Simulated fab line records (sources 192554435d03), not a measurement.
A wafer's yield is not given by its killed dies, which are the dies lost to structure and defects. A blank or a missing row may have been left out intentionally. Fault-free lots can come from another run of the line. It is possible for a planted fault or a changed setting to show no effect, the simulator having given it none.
Matching of chambers -- flow n5Finfet -- uvCure-03 running N5_BEOL_M8_CURE_74: 3 sister chambers
The step cures SiCOH lowk, time 240 s. 18 wafers are shown with their chamber, then 9 later ones without.

== WAFERS, EACH WITH ITS CHAMBER ==
wafer,chamber,wafer_temp_C_max,lampPowerPct (%)
L076.2,2,387.0,52.36
L076.3,2,387.9,52.26
L076.4,2,387.2,52.28
L077.2,2,388.4,52.31
L077.3,2,386.6,52.36
L077.5,2,386.5,52.41
L079.3,1,386.3,52.39
L079.4,1,386.7,52.24
L079.5,1,386.1,52.36
L080.2,2,386.9,52.24
L080.3,2,386.6,52.40
L080.6,2,386.7,52.21
L083.1,1,386.0,52.34
L083.5,1,386.6,52.37
L083.6,1,386.6,52.29
L088.3,0,386.5,52.23
L088.4,0,386.2,52.42
L088.5,0,386.5,52.36

SIGNATURES, as means of the wafers listed above
reading,chamber 0,chamber 1,chamber 2,scatter within a chamber
wafer_temp_C_max,386.400,386.383,387.089,0.51
lampPowerPct,52.3367,52.3317,52.3144,0.0712
Rule: a wafer lies at a distance from a chamber equal to the root of the sum of squares, over the readings, of (its reading less the chamber's mean, divided by the reading's scatter). If the next closest chamber is less than 2 further off than the closest, the wafer can't be placed; otherwise it belongs to the closest. How the scatter is found: for the shown wafers, subtract from each reading the mean of its chamber, square and add these, divide the total by (wafers less chambers), then take the root.

== WAFERS WHOSE CHAMBER IS MISSING ==
wafer,wafer_temp_C_max,lampPowerPct (%)
L090.1,385.9,52.39
L090.4,386.6,52.28
L090.5,386.4,52.27
L093.3,385.9,52.36
L093.4,387.1,52.35
L093.6,386.4,52.42
L095.1,387.0,52.42
L095.4,387.0,52.37
L095.6,386.7,52.28

== THE CHAMBER EACH PASSED THROUGH ==
wafer,from the rows above,in truth
L090.1,can't be placed: 0 or 1 or 2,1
L090.4,can't be placed: 1 or 0 or 2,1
L090.5,can't be placed: 1 or 0 or 2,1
L093.3,can't be placed: 1 or 0 or 2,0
L093.4,can't be placed: 2 or 0 or 1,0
L093.6,can't be placed: 0 or 1 or 2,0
L095.1,can't be placed: 2 or 0 or 1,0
L095.4,can't be placed: 2 or 0 or 1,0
L095.6,can't be placed: 2 or 1 or 0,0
Correct placement for 0 of the 9. Not placeable from these rows: 9 (in 9, the candidates include the true chamber). Placed wrongly: 0.
